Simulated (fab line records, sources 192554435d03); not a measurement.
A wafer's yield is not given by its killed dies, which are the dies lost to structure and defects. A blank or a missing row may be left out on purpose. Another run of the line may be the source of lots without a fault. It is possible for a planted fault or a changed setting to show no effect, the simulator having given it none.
Matching of chambers    flow n5 finfet    N5_MOL_CONTACT_COAG_ETCH_105 on rie diel-03 has 3 sister chambers
The step etches SiARC in CF4, target depth 15.6 nm, time 26 s. 14 wafers are shown with their chamber, then 6 later ones without.

WAFERS PAIRED WITH THEIR CHAMBERS
wafer   chamber  showerhead plenum p Torr (Torr)  throttle valve pct (%)  oes product au (a.u.)
L074.2  1        2.17                             15.32                   0.77
L074.4  3        2.07                             15.18                   0.72
L074.5  3        2.07                             15.16                   0.71
L082.2  1        2.16                             15.32                   0.74
L082.5  1        2.16                             15.34                   0.74
L082.6  0        2.24                             15.49                   0.64
L087.1  3        2.07                             15.22                   0.71
L087.5  1        2.16                             15.35                   0.73
L087.6  0        2.23                             15.53                   0.63
L089.2  3        2.06                             15.23                   0.70
L089.4  0        2.23                             15.53                   0.64
L089.5  1        2.16                             15.34                   0.72
L090.2  0        2.23                             15.54                   0.63
L090.3  1        2.16                             15.37                   0.72

SIGNATURES (averages over the wafers above)
reading                   chamber 0  chamber 1  chamber 3  scatter within a chamber
showerhead plenum p Torr  2.2325     2.1617     2.0675     0.00461
throttle valve pct        15.5225    15.3400    15.1975    0.0244
oes product au            0.6350     0.7367     0.7100     0.0136
Rule: for each reading, subtract the chamber's mean from the wafer's reading, divide by that reading's scatter and square the result; add these up over the readings and take the root, which gives the wafer's distance from the chamber. The wafer belongs to the nearest chamber; if the next one is less than 2 further off, it can't be placed. The scatter: take each reading less its chamber's mean, square it, sum over the shown wafers, divide by the number of wafers less the number of chambers, and take the root.

WAFERS WHOSE CHAMBER IS MISSING
wafer   showerhead plenum p Torr (Torr)  throttle valve pct (%)  oes product au (a.u.)
L090.6  2.23                             15.55                   0.63
L093.1  2.15                             15.39                   0.71
L093.2  2.23                             15.56                   0.63
L093.5  2.23                             15.56                   0.63
L097.4  2.22                             15.58                   0.62
L097.5  2.15                             15.42                   0.71

THE CHAMBER EACH PASSED THROUGH
wafer   from the rows above  in truth
L090.6  0                    0
L093.1  1                    1
L093.2  0                    0
L093.5  0                    0
L097.4  0                    0
L097.5  1                    1
6 of 6 placed correctly. Left unplaced by these rows: 0. Number placed wrongly: 0.
